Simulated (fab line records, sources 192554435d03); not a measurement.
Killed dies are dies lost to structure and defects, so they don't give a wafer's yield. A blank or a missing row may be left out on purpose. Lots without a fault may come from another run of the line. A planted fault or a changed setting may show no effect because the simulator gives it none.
Chamber matching | flow n5_finfet | N5_ILD0_LINER_00 on ald_sin-01: 4 sister chambers
The step material SiNx, target thk 4 nm, pulse time 1 s, purge time 2 s. 4 wafers are shown with their chamber, then 8 later ones without.

WAFERS WITH THEIR CHAMBER
wafer  | chamber | heater_power_w (W)
L085.1 | 0       | 787
L085.2 | 3       | 909
L085.3 | 2       | 789
L087.3 | 1       | 879

WAFERS WITHOUT THEIR CHAMBER
wafer  | heater_power_w (W)
L087.4 | 780
L087.5 | 890
L090.3 | 884
L090.4 | 877
L090.5 | 803
L095.1 | 907
L095.3 | 776
L095.6 | 782

WHICH CHAMBER EACH WENT THROUGH
wafer  | from the rows above     | in truth
L087.4 | can't be placed: 0 or 2 | 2
L087.5 | can't be placed: 1 or 3 | 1
L090.3 | 1                       | 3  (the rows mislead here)
L090.4 | 1                       | 1
L090.5 | can't be placed: 2 or 0 | 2
L095.1 | 3                       | 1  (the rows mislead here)
L095.3 | can't be placed: 0 or 2 | 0
L095.6 | can't be placed: 0 or 2 | 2
Placed correctly: 1 of 8. Can't be placed from these rows: 5 (the true chamber is among the candidates in 5). Placed wrongly: 2.
How it was worked out, from the rows above alone: a wafer's distance from a chamber is the root of the sum, over the readings, of the square of ((its reading less the chamber's mean) divided by the reading's scatter). The wafer belongs to the nearest chamber; if the next one is less than 2 further off, it can't be placed. A chamber's mean is the mean of its shown wafers. The scatter: with one shown wafer a chamber, the root of the mean of the squares of how far each hidden wafer lies from its nearest shown one.
